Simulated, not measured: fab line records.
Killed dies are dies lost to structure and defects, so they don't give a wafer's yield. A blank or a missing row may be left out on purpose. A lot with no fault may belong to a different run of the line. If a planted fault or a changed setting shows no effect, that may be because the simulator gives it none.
fab line records	flow n5Finfet
[record] lots = 7	wafers = 19	lastDay = 16
route steps=1938 shown BEOL_M4@1089 PASSIVATION@1936
lots untouched by any fault: they come from a run of this same line in which no faults occurred
startH: hours from the record's first day to the start of the lot's first wafer shown	waitH: time in hours since the lot's previous step	" the same as in the row above	L1.1+2: several wafers, shown together as one row	- either no value or no given start	* or withheld: withheld	< > ~ a bound
route shown NAME@n: a module of which the file shows steps, and the number in the route of the first	usual: mean and standard deviation over wafers with no fault	same: alike in all rows	chamber/n: place in a boat	sites: each site's reading	_std_site: the values' standard deviation	_edge_site: outer sites' mean less inner sites'	radiusMm: how far each site lies from the wafer's centre	mask NAME#n: copy n	behind: tool/chamber where the wafer was last shaped	hold: cause of the lot's hold/its duration in hours/its outcome	device: whichever transistor did not switch (one of n, p or np)	end of line: the tests these same wafers got at the end of their route	a step without rows: its recipe alone	killed: dies lost to structure and defects at the first sort, not the wafer's yield	map: per-die view of a wafer (x killed, . not killed, _ where there is no die)
set.NAME: the setting as run; set.NAME@STEP: as run at that earlier step	model.NAME: the simulator's own value behind a step, which no gauge read
a table for each step, a row for each wafer; lots at some steps of the route
services: a tool's chamber out of use, with start hour (startH, from the record's first day; less than 0 if before it), hours out, and reason
[[steps]]
[step N5_BEOL_M4_ANNEAL_82]
[recipe] tempC = 400	timeS = 240	ambient = vacuum
[usual] heaterPowerW = 820/78
lot.wafer	tool	chamber	startH	waitH	heaterPowerW
L829.1	pvdSputter-02	-	197.86	0.0	778
L829.4	"	-	"	"	808
L829.6	"	-	"	"	775
L832.3	pvdSputter-03	-	202.87	0.0	890
L832.4	"	-	"	"	774
L832.6	"	-	"	"	782
L838.2	pvdSputter-01	-	231.88	0.0	745
L838.3	"	-	"	"	791
L838.5	"	-	"	"	748
L837.5	pvdSputter-03	-	232.47	0.1	868
L837.6	"	-	"	"	779
L839.1	pvdSputter-03	-	251.78	0.0	774
L839.3	"	-	"	"	849
L839.6	"	-	"	"	773
L840.4	pvdSputter-02	-	254.60	0.0	780
L840.5	"	-	"	"	719
L847.1	pvdSputter-01	-	285.75	0.0	748
L847.4	"	-	"	"	794
L847.5	"	-	"	"	761
[step N5_BEOL_M4_SPUTTER_86]
[recipe] material = Cu	targetThkA = 45	tempC = -20	chamberPressurePa = 0.07	powerW = withheld	timeS = 8.29
[step N5_BEOL_M4_ANNEAL_87]
[recipe] tempC = 400	timeS = 240	ambient = vacuum
[usual] heaterPowerW = 821/80
lot.wafer	tool	chamber	startH	waitH	heaterPowerW
L829.1	pvdSputter-02	-	198.08	0.0	804
L829.4	"	-	"	"	775
L829.6	"	-	"	"	818
L832.3	pvdSputter-03	-	203.09	0.0	884
L832.4	"	-	"	"	802
L832.6	"	-	"	"	785
L838.2	pvdSputter-01	-	232.10	0.0	743
L838.3	"	-	"	"	826
L838.5	"	-	"	"	737
L837.5	pvdSputter-03	-	232.69	0.1	899
L837.6	"	-	"	"	784
L839.1	pvdSputter-03	-	252.00	0.0	760
L839.3	"	-	"	"	889
L839.6	"	-	"	"	777
L840.4	pvdSputter-02	-	254.82	0.0	773
L840.5	"	-	"	"	714
L847.1	pvdSputter-01	-	285.97	0.0	757
L847.4	"	-	"	"	837
L847.5	"	-	"	"	756
[step N5_BEOL_M4_SPUTTER_88]
[recipe] material = Cu	targetThkA = 45	tempC = -20	chamberPressurePa = 0.07	powerW = withheld	timeS = 8.29
[step N5_BEOL_M4_ANNEAL_89]
[recipe] tempC = 400	timeS = 240	ambient = vacuum
[step N5_BEOL_M4_SPUTTER_90]
[recipe] material = Cu	targetThkA = 45	tempC = -20	chamberPressurePa = 0.07	powerW = withheld	timeS = 8.29
[step N5_BEOL_M4_ANNEAL_91]
[recipe] tempC = 400	timeS = 240	ambient = vacuum
[step N5_BEOL_M4_SPUTTER_92]
[recipe] material = Cu	targetThkA = 45	tempC = -20	chamberPressurePa = 0.07	powerW = withheld	timeS = 8.29
[usual] throttleValvePct = 30.0/0.8
lot.wafer	tool	chamber	startH	waitH	throttleValvePct
L829.1	pvdSputter-02	-	198.66	0.1	28.9
L829.4	"	-	"	"	31.3
L829.6	"	-	"	"	31.3
L832.3	pvdSputter-03	-	203.67	0.1	30.1
L832.4	"	-	"	"	30.6
L832.6	"	-	"	"	30.3
L838.2	pvdSputter-01	-	232.68	0.1	31.2
L838.3	"	-	"	"	29.3
L838.5	"	-	"	"	31.4
L837.5	pvdSputter-03	-	233.24	0.0	29.6
L837.6	"	-	"	"	30.5
L839.1	pvdSputter-03	-	252.58	0.1	29.7
L839.3	"	-	"	"	30.5
L839.6	"	-	"	"	29.7
L840.4	pvdSputter-02	-	255.40	0.1	31.4
L840.5	"	-	"	"	28.5
L847.1	pvdSputter-01	-	286.55	0.1	30.3
L847.4	"	-	"	"	28.9
L847.5	"	-	"	"	30.0
[step N5_BEOL_M4_ANNEAL_93]
[recipe] tempC = 400	timeS = 240	ambient = vacuum
[step N5_BEOL_M4_SPUTTER_94]
[recipe] material = Cu	targetThkA = 45	tempC = -20	chamberPressurePa = 0.07	powerW = withheld	timeS = 8.29
[step N5_BEOL_M4_ANNEAL_95]
[recipe] tempC = 400	timeS = 240	ambient = vacuum
[usual] heaterPowerW = 822/80
lot.wafer	tool	chamber	startH	waitH	heaterPowerW
L829.1	pvdSputter-02	-	198.96	0.0	782
L829.4	"	-	"	"	783
L829.6	"	-	"	"	805
L832.3	pvdSputter-03	-	203.97	0.0	868
L832.4	"	-	"	"	784
L832.6	"	-	"	"	803
L838.2	pvdSputter-01	-	232.98	0.0	743
L838.3	"	-	"	"	814
L838.5	"	-	"	"	737
L837.5	pvdSputter-03	-	233.57	0.1	862
L837.6	"	-	"	"	810
L839.1	pvdSputter-03	-	252.88	0.0	776
L839.3	"	-	"	"	897
L839.6	"	-	"	"	778
L840.4	pvdSputter-02	-	255.70	0.0	797
L840.5	"	-	"	"	720
L847.1	pvdSputter-01	-	286.85	0.0	744
L847.4	"	-	"	"	824
L847.5	"	-	"	"	753
[step N5_BEOL_M4_SPUTTER_96]
[recipe] material = Cu	targetThkA = 45	tempC = -20	chamberPressurePa = 0.07	powerW = withheld	timeS = 8.29
[usual] throttleValvePct = 30.0/0.79
lot.wafer	tool	chamber	startH	waitH	throttleValvePct
L829.1	pvdSputter-02	-	199.10	0.1	29.0
L829.4	"	-	"	"	31.2
L829.6	"	-	"	"	31.3
L832.3	pvdSputter-03	-	204.11	0.1	30.2
L832.4	"	-	"	"	30.5
L832.6	"	-	"	"	30.7
L838.2	pvdSputter-01	-	233.12	0.1	31.1
L838.3	"	-	"	"	29.0
L838.5	"	-	"	"	31.1
L837.5	pvdSputter-03	-	233.68	0.0	29.8
L837.6	"	-	"	"	30.3
L839.1	pvdSputter-03	-	253.02	0.1	29.8
L839.3	"	-	"	"	30.2
L839.6	"	-	"	"	29.9
L840.4	pvdSputter-02	-	255.84	0.1	31.2
L840.5	"	-	"	"	28.4
L847.1	pvdSputter-01	-	286.99	0.1	30.4
L847.4	"	-	"	"	28.8
L847.5	"	-	"	"	30.3
[step N5_BEOL_M4_ECD_50]
[recipe] material = Cu	targetThkA = 3000
lot.wafer	tool	chamber	startH	waitH	model.Cu_of_BEOL_M4_ECD_50.thkNm
L829.1	ecdCu-02	1	199.22	0.1	299.6
L829.4	"	0	"	"	301.6
L829.6	"	0	"	"	304.2
L832.3	ecdCu-01	0	204.25	0.1	296.6
L832.4	"	1	"	"	299.6
L832.6	"	0	"	"	300.8
L838.2	ecdCu-01	1	233.24	0.1	303.6
L838.3	"	0	"	"	295.4
L838.5	"	0	"	"	297.6
L837.5	ecdCu-01	1	233.80	0.1	390
L837.6	"	0	"	"	301
L839.1	ecdCu-01	1	253.13	0.1	302.8
L839.3	"	0	"	"	389.8
L839.6	"	0	"	"	294.2
L840.4	ecdCu-01	1	255.98	0.1	301.2
L840.5	"	0	"	"	386.2
L847.1	ecdCu-02	1	287.11	0.1	307
L847.4	"	1	"	"	298.4
L847.5	"	1	"	"	298.6
[step N5_BEOL_M4_ANNEAL_51]
[recipe] tempC = 225	timeS = 90	ambient = N2
[step N5_BEOL_M4_CMP_52]
[recipe] stopOn = SiOC	tOverpolishS = 6.8	downForcePsi = 1	platenRpm = 50	clearingPlatenDownForcePsi = 1.5	clearingPlatenRpm = 50	postCmpClean = cuAlkaline	targetThkNm = 40	clearingPlatenPadVelocityMS = 0.99484	padVelocityMS = 0.99484
[usual] motorCurrentA = 6.2/0.59	slurryFlowMlMin = 150.0/0.44	timeToEndpointS = 64/3.5
lot.wafer	tool	chamber	startH	waitH	motorCurrentA	slurryFlowMlMin	timeToEndpointS
L829.4	cmp-01	1	199.62	0.1	5.7	149.7	62
L829.1	"	3	"	"	6.3	150.1	64
L829.6	"	1	"	"	6.4	150.0	62
L832.3	cmp-02	0	205.10	0.3	6.4	150.4	66
L832.4	"	2	"	"	6.5	149.1	59
L832.6	"	0	"	"	6.7	149.8	67
L838.2	cmp-02	1	233.61	0.2	6.5	150.1	61
L838.3	"	0	"	"	6.9	149.7	63
L838.5	"	1	"	"	6.5	149.9	61
L837.5	cmp-03	1	234.29	0.2	6.1	150.2	80
L837.6	"	2	"	"	5.4	150.5	63
L839.3	cmp-03	3	253.55	0.2	6.1	150.6	81
L839.1	"	1	"	"	6.0	149.9	58
L839.6	"	3	"	"	5.7	149.9	56
L840.4	cmp-03	2	256.70	0.2	5.1	150.4	67
L840.5	"	0	"	"	6.4	150.1	85
L847.4	cmp-01	0	287.48	0.1	5.9	149.9	61
L847.1	"	2	"	"	7.2	150.5	70
L847.5	"	0	"	"	6.1	150.0	59
[step N5_BEOL_M4_THK_MEAS_53]
[recipe] thkMeasGauge = xrf	reads = Cu_of_BEOL_M4_ECD_50
[usual] M4_THK = 40.1/1.6
lot.wafer	tool	chamber	startH	waitH	M4_THK[nm]
L829.1	filmMetro-01	-	199.91	-	39.9
L829.4	"	-	"	"	38.5
L829.6	"	-	"	"	37.3
L832.3	filmMetro-01	-	205.35	-	41.2
L832.4	"	-	"	"	37.7
L832.6	"	-	"	"	41.9
L838.2	filmMetro-01	-	233.91	-	40.8
L838.3	"	-	"	"	41.6
L838.5	"	-	"	"	39.2
L837.5	filmMetro-02	-	234.43	-	39.8
L837.6	"	-	"	"	41.6
L839.1	filmMetro-01	-	253.80	-	39.6
L839.3	"	-	"	"	37.7
L839.6	"	-	"	"	39.8
L840.4	filmMetro-02	-	256.88	-	40.1
L840.5	"	-	"	"	42.5
L847.1	filmMetro-02	-	287.78	-	41.0
L847.4	"	-	"	"	37.9
L847.5	"	-	"	"	40.6
[step N5_BEOL_M4_RC_MEAS_101]
[usual] DIBL_N = 37.1/2.4	DIBL_P = 37/3	IOFF_N = 0.18/0.053	IOFF_P = 0.21/0.05	ION_N = 674/14	ION_P = 459/9.2	SS_N = 72.1/0.9	SS_P = 73.4/0.89	VT_N = 250/3.8	VT_P = -251/3.7
lot.wafer	tool	chamber	startH	waitH	DIBL_N[mV/V]	DIBL_P[mV/V]	IOFF_N[nA/um]	IOFF_P[nA/um]	ION_N[uA/um]	ION_P[uA/um]	SS_N[mV/dec]	SS_P[mV/dec]	VT_N[mV]	VT_P[mV]
L829.1	prober-02	0	200.22	0.0	36.9	37	0.16	0.23	679	464	71.0	73.8	253	-248
L829.4	"	0	"	"	33.9	33	0.12	0.19	659	458	70.7	72.5	255	-251
L829.6	"	0	"	"	36.2	36	0.15	0.21	664	457	72.4	73.2	252	-252
L832.3	prober-02	0	206.00	0.3	32.0	29	0.08	0.10	628	434	71.0	71.1	261	-260
L832.4	"	0	"	"	35.8	34	0.13	0.15	657	442	71.5	72.9	255	-257
L832.6	"	0	"	"	35.8	34	0.13	0.14	645	438	71.7	72.4	255	-259
L838.2	prober-01	0	234.37	0.2	35.5	36	0.17	0.20	683	463	72.0	74.1	249	-250
L838.3	"	0	"	"	40.9	39	0.32	0.26	686	468	74.2	74.3	244	-246
L838.5	"	0	"	"	38.3	37	0.21	0.21	674	466	73.2	73.6	247	-248
L837.5	prober-02	0	235.36	0.6	33.3	34	0.12	0.16	660	458	71.1	73.4	254	-257
L837.6	"	0	"	"	38.5	37	0.22	0.20	666	452	73.4	73.0	249	-252
L839.1	prober-02	0	254.14	0.0	34.5	33	0.12	0.15	667	456	71.0	72.0	253	-258
L839.3	"	0	"	"	36.3	37	0.17	0.20	675	456	71.9	73.2	248	-252
L839.6	"	0	"	"	35.9	37	0.16	0.19	672	459	72.0	72.9	249	-252
L840.4	prober-01	0	257.69	0.5	36.5	36	0.17	0.21	663	457	72.8	74.3	251	-250
L840.5	"	0	"	"	32.3	31	0.11	0.14	649	443	71.4	72.0	257	-254
L847.1	prober-02	0	288.09	0.0	35.7	35	0.16	0.18	667	453	72.1	73.4	251	-255
L847.4	"	0	"	"	39.9	40	0.25	0.26	691	464	72.7	74.3	244	-248
L847.5	"	0	"	"	35.7	35	0.15	0.18	661	449	71.8	73.0	254	-254
[step N5_PASSIVATION_PROBE_49]
[usual] defectLimitedYield = 91.6/1.4	killed_at_M0_to_M3 = 32/9.5	killed_at_M4_up = 13/6	killedAtContacts = 12/5.6	killedAtFrontEnd = 39/11	killedAtOther = 2.8/2.3	killedDies = 99/16	killedOpen = 65/12	killedShort = 32/7.6	sort_bin_4_leakage = 0.1/0.88	sort_bin_5_function = 4.8/0.88	sort_bin_6_memory = 3.2/0.65	sort_bin_8_speed = 0.2/2	sortNPass = 1077/29	sortYieldPct = 91.2/2.5
[same] grossDies = 1180	killedAtBackSide = 0
lot.wafer	tool	chamber	startH	waitH	defectLimitedYield[%]	killed_at_M0_to_M3	killed_at_M4_up	killedAtContacts	killedAtFrontEnd	killedAtOther	killedDies	killedOpen	killedShort	sort_bin_4_leakage[%]	sort_bin_5_function[%]	sort_bin_6_memory[%]	sort_bin_8_speed[%]	sortNPass	sortYieldPct[%]
L829.1	prober-02	-	318.16	0.0	93.6	30	14	3	28	0	75	51	24	0	3.7	2.6	0	1105	93.6
L829.4	prober-02	-	318.31	0.2	90.6	27	21	16	47	0	111	74	37	0	5.8	3.3	0	1069	90.6
L829.6	prober-02	-	318.41	0.3	90.9	42	24	5	35	1	107	74	33	0	6.0	2.8	0	1073	90.9
L838.2	prober-02	-	337.32	0.1	89.3	45	19	13	47	2	126	85	37	0	6.5	3.5	0	1054	89.3
L838.3	prober-02	-	337.37	0.1	92.4	42	11	7	27	3	90	43	47	0.6	4.1	3.1	0	1083	91.8
L838.5	prober-02	-	337.47	0.2	90.4	46	20	9	35	3	113	67	41	0	5.3	3.6	0	1067	90.4
L840.4	prober-02	-	359.75	0.2	90.8	31	22	15	35	5	108	72	32	0	5.3	3.3	0	1072	90.8
L840.5	prober-02	-	359.80	0.2	90.2	31	19	14	47	5	116	84	31	0	5.3	4.0	0	1064	90.2
L839.1	prober-02	-	368.62	0.0	91.7	33	9	12	43	1	98	69	27	0	5.0	3.1	0	1082	91.7
L839.3	prober-02	-	368.72	0.1	90.7	30	15	24	36	5	110	82	21	0	5.1	3.6	0	1070	90.7
L839.6	prober-02	-	368.87	0.3	89.7	41	17	18	43	3	122	68	40	0	4.9	4.3	0	1058	89.7
L847.1	prober-01	-	394.93	0.0	91.9	19	11	9	56	1	96	64	28	0	5.1	2.6	0	1084	91.9
L847.4	prober-01	-	395.08	0.2	91.0	26	14	9	55	2	106	67	39	0	4.8	3.7	0	1074	91.0
L847.5	prober-01	-	395.13	0.2	90.7	46	10	5	44	5	110	73	37	0	5.0	4.0	0	1070	90.7
// killed by level:class
L829.1 BEOL_M2:geometricParticle:open=10 BEOL_M3:geometricParticle:open=9 GATE_CUT:geometricParticle:short=7 BEOL_M4:geometricParticle:open=5 BEOL_M4:geometricParticle:short=5 DUMMY_GATE:geometricParticle:open=4 STARTING-WAFER:geometricParticle:open=4 FIN_SAQP:geometricParticle:open=3
L829.4 MOL_CONTACT_COAG:geometricParticle:open=15 FIN_SAQP:geometricParticle:open=9 BEOL_M2:geometricParticle:open=9 FIN_SAQP:geometricParticle:short=8 BEOL_M3:geometricParticle:open=8 GATE_CUT:geometricParticle:short=6 BEOL_M4:geometricParticle:open=6 STI_FIN_REVEAL:geometricParticle:open=5
L829.6 BEOL_M3:geometricParticle:open=14 FIN_SAQP:geometricParticle:short=10 BEOL_M4:geometricParticle:short=8 BEOL_M2:geometricParticle:open=7 BEOL_M4:geometricParticle:open=7 STI_FIN_REVEAL:geometricParticle:open=6 DUMMY_GATE:geometricParticle:open=6 BEOL_M0:geometricParticle:open=6
L838.2 FIN_SAQP:geometricParticle:open=13 BEOL_M4:geometricParticle:open=12 BEOL_M0_SAQP:geometricParticle:open=11 BEOL_M0_SAQP:geometricParticle:short=11 MOL_CONTACT_COAG:geometricParticle:open=10 BEOL_M2:geometricParticle:open=8 FIN_SAQP:geometricParticle:short=6 GATE_CUT:geometricParticle:short=6
L838.3 BEOL_M0_SAQP:geometricParticle:short=14 BEOL_M0_SAQP:geometricParticle:open=12 GATE_CUT:geometricParticle:short=8 BEOL_M2:geometricParticle:open=7 BEOL_M4:geometricParticle:open=7 MOL_CONTACT_COAG:geometricParticle:open=6 FIN_SAQP:geometricParticle:short=5 FIN_SAQP:geometricParticle:open=4
L838.5 BEOL_M0_SAQP:geometricParticle:short=18 BEOL_M0_SAQP:geometricParticle:open=13 FIN_SAQP:geometricParticle:short=10 BEOL_M4:geometricParticle:open=9 FIN_SAQP:geometricParticle:open=7 MOL_CONTACT_COAG:geometricParticle:open=7 BEOL_M2:geometricParticle:open=5 BEOL_M0:geometricParticle:open=5
L840.4 MOL_CONTACT_COAG:geometricParticle:open=11 BEOL_M4:geometricParticle:open=10 STI_FIN_REVEAL:geometricParticle:open=8 BEOL_M2:geometricParticle:open=8 DUMMY_GATE:geometricParticle:open=7 BEOL_M0_SAQP:geometricParticle:short=7 FIN_SAQP:geometricParticle:short=5 MOL_CONTACT_COAG:geometricParticle:short=4
L840.5 STI_FIN_REVEAL:geometricParticle:open=15 MOL_CONTACT_COAG:geometricParticle:open=14 BEOL_M5:geometricParticle:open=9 GATE_CUT:geometricParticle:short=6 BEOL_M1:geometricParticle:open=6 BEOL_M2:geometricParticle:open=6 BEOL_M0_SAQP:geometricParticle:open=5 STI_FIN_REVEAL:geometricParticle:short=4
L839.1 STI_FIN_REVEAL:geometricParticle:open=14 MOL_CONTACT_COAG:geometricParticle:open=11 BEOL_M2:geometricParticle:open=8 BEOL_M3:geometricParticle:open=8 FIN_SAQP:geometricParticle:short=5 FIN_SAQP:geometricParticle:open=5 GATE_CUT:geometricParticle:short=4 BEOL_M0_SAQP:geometricParticle:short=4
L839.3 MOL_CONTACT_COAG:geometricParticle:open=18 STI_FIN_REVEAL:geometricParticle:open=17 BEOL_M2:geometricParticle:open=9 BEOL_M1:geometricParticle:open=8 BEOL_M4:geometricParticle:open=7 MOL_CONTACT_COAG:geometricParticle:short=6 HKMG_FIN:areaEtch=5 FIN_SAQP:geometricParticle:open=3
L839.6 BEOL_M2:geometricParticle:open=12 MOL_CONTACT_COAG:geometricParticle:open=11 FIN_SAQP:geometricParticle:open=9 FIN_SAQP:geometricParticle:short=8 HKMG_FIN:areaEtch=8 MOL_CONTACT_COAG:geometricParticle:short=7 BEOL_M1:geometricParticle:open=6 BEOL_M0_SAQP:geometricParticle:open=5
L847.1 FIN_SAQP:geometricParticle:open=15 STI_FIN_REVEAL:geometricParticle:open=7 BEOL_M1:geometricParticle:open=7 MOL_CONTACT_COAG:geometricParticle:open=7 FIN_SAQP:geometricParticle:short=6 STARTING-WAFER:geometricParticle:short=6 BEOL_M3:geometricParticle:open=5 GATE_CUT:geometricParticle:short=4
L847.4 STI_FIN_REVEAL:geometricParticle:open=14 FIN_SAQP:geometricParticle:open=8 DUMMY_GATE:geometricParticle:open=8 FIN_SAQP:geometricParticle:short=7 MOL_CONTACT_COAG:geometricParticle:open=7 BEOL_M1:geometricParticle:short=6 GATE_CUT:geometricParticle:short=6 BEOL_M1:geometricParticle:open=5
L847.5 BEOL_M1:geometricParticle:open=14 FIN_SAQP:geometricParticle:open=12 BEOL_M3:geometricParticle:open=9 DUMMY_GATE:geometricParticle:open=8 BEOL_M2:geometricParticle:open=6 STI_FIN_REVEAL:geometricParticle:open=5 GATE_CUT:geometricParticle:short=5 BEOL_M0_SAQP:geometricParticle:short=5
[[services]]
tool	chamber	startH	hours	kind
cmp-03	-	189.92	16.7	pm
cmp-01	-	197.28	2.3	repair
cmp-03	-	213.17	0.3	repair
cmp-03	-	217.93	4.0	pm
cmp-03	-	221.93	-	consumableReplace:conditioner
cmp-03	-	221.93	-	consumableReplace:pad
cmp-01	-	222.06	19.9	pm
ecdCu-01	-	226.14	4.4	repair
cmp-01	-	254.51	0.3	repair
cmp-02	-	259.65	4.0	pm
cmp-02	-	263.65	-	consumableReplace:conditioner
cmp-02	-	263.65	-	consumableReplace:pad
cmp-02	-	267.05	16.2	repair
cmp-03	-	271.78	2.7	repair
[[key]]
[firstSign] step = N5_BEOL_M4_CMP_52	reading = timeToEndpointS	direction = up	sigmas = 5.2	usual = *	struck = *
effect none on later readings
[modelEffect] step = N5_BEOL_M4_ECD_50	value = Cu_of_BEOL_M4_ECD_50.thkNm	without = 301.9	struck = 388.7
metAt N5_BEOL_M4_ECD_50
struckWafers L837.5,L839.3,L840.5
onsetBetween 233.24 233.80
[fault] kind = processParameterDrift	tool = ecdCu-01	chamber = -	onsetH = 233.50	steps = N5_BEOL_M4_ECD_50	channel = targetThkA	offset = *	shape = step	endH = 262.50	scope = struckWafersOnly	actsIn = *	stated = *
